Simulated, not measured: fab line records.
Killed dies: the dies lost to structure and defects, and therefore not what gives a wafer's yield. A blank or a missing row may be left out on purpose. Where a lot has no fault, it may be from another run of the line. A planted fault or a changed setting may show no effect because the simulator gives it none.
Comparing a struck lot with a sound one + flow nandHarc + 14 steps out of a route of 1159
Sound: wafers L661.1, L661.4, L661.6. Wafers L676.1, L676.3, L676.4 were the ones struck. At the end, the cause is stated.
Per side, at each step with rows, come the tool, then ch with its chambers, and then its first start. Under that, the readings that differ: sound wafers + struck wafers + difference of the means + sigmas: that difference in standard deviations of wafers without a fault.
alike: readings with means less than 2 such deviations apart, plus words and numbers identical on both sides. not compared: withheld readings, readings lacking a value on some wafer, bounds such as >300 that could conceal the same value, and numbers that have no deviation in the record and whose values overlap.
A row with sigmas, a row that says differs or no value, or rows on one side alone: a step with any of these is where the two part. Numbers that have no deviation but don't overlap get no sigmas and don't part them. A reading missing from all wafers of one side parts the sides only when that side holds two or more wafers.

NHARC_A_SOURCE_PLATE_THK_MEAS_09: measures by ellipsometry.
  sound: filmMetro-01 at day 7 11:40; struck: filmMetro-02 at day 10 23:59
  alike: thkNm
then, 3 steps without rows for these wafers: NHARC_A_SOURCE_PLATE_PVD_04 (deposits WSi2, target thk 50 nm); NHARC_A_SOURCE_PLATE_CVD_03 (deposits poly-Si, target thk 200 nm, time 4000 s); NHARC_A_SOURCE_PLATE_ANNEAL_05 (time 1800 s).
NHARC_A_SOURCE_PLATE_THK_MEAS_06: measures by ellipsometry.
  sound: filmMetro-02 at day 8 00:32; struck: filmMetro-02 at day 11 13:13
  alike: thkNm
NHARC_A_SOURCE_PLATE_INSPECT_08:
  sound: defectInspect-02 at day 8 00:36; struck: defectInspect-01 at day 11 13:17
  alike: rawDefectCount
next comes 1 step that has no rows for these wafers: NHARC_A_ONON_D1_DEP_00 (target thickness 1000 nm).
NHARC_A_ONON_D1_THK_MEAS_02: measures by ellipsometry.
  sound: filmMetro-02 at day 8 01:11; struck: filmMetro-01 at day 11 13:52
  alike: thkNm
next comes 1 step that has no rows for these wafers: NHARC_A_ONON_D1_DEP_03 (target thickness 1000 nm).
NHARC_A_ONON_D1_THK_MEAS_05: measures by ellipsometry.
  sound: filmMetro-01 at day 8 01:47; struck: filmMetro-02 at day 11 14:26
| reading    | sound       | struck         | difference | sigmas |
|------------|-------------|----------------|------------|--------|
| thkNm (nm) | 987 986 989 | 1004 1004 1005 | +17        | +2     |
NHARC_A_ONON_D1_DEP_06: target thk 1000 nm.
  sound on pecvdOnon-02 ch 0, day 8 01:50; struck on pecvdOnon-03 ch 0, day 11 14:29
  alike: n2oFlowSccm
NHARC_A_ONON_D1_THK_MEAS_08: measures by ellipsometry.
  sound: filmMetro-01 at day 8 02:21; struck: filmMetro-02 at day 11 15:01
| reading    | sound          | struck      | difference | sigmas |
|------------|----------------|-------------|------------|--------|
| thkNm (nm) | 1008 1009 1007 | 652 653 652 | -356       | -36    |
next comes 1 step that has no rows for these wafers: NHARC_A_ONON_D1_DEP_09 (target thickness 1000 nm).
-- jump in the record: it breaks off in module A_ONON_D1 and resumes in module END (first step shown: number 1159 of the route), and 12 days separate the struck wafers' starts before and after --
NHARC_END_SORT_01:
  here the record holds rows for the struck wafers (prober-02 ch 0, day 23 15:04) but none for the sound ones

## WHERE THEY PART
Last at NHARC_END_SORT_01 as far as this record goes, first at NHARC_A_ONON_D1_THK_MEAS_05.

WHY: whatever the simulator had introduced
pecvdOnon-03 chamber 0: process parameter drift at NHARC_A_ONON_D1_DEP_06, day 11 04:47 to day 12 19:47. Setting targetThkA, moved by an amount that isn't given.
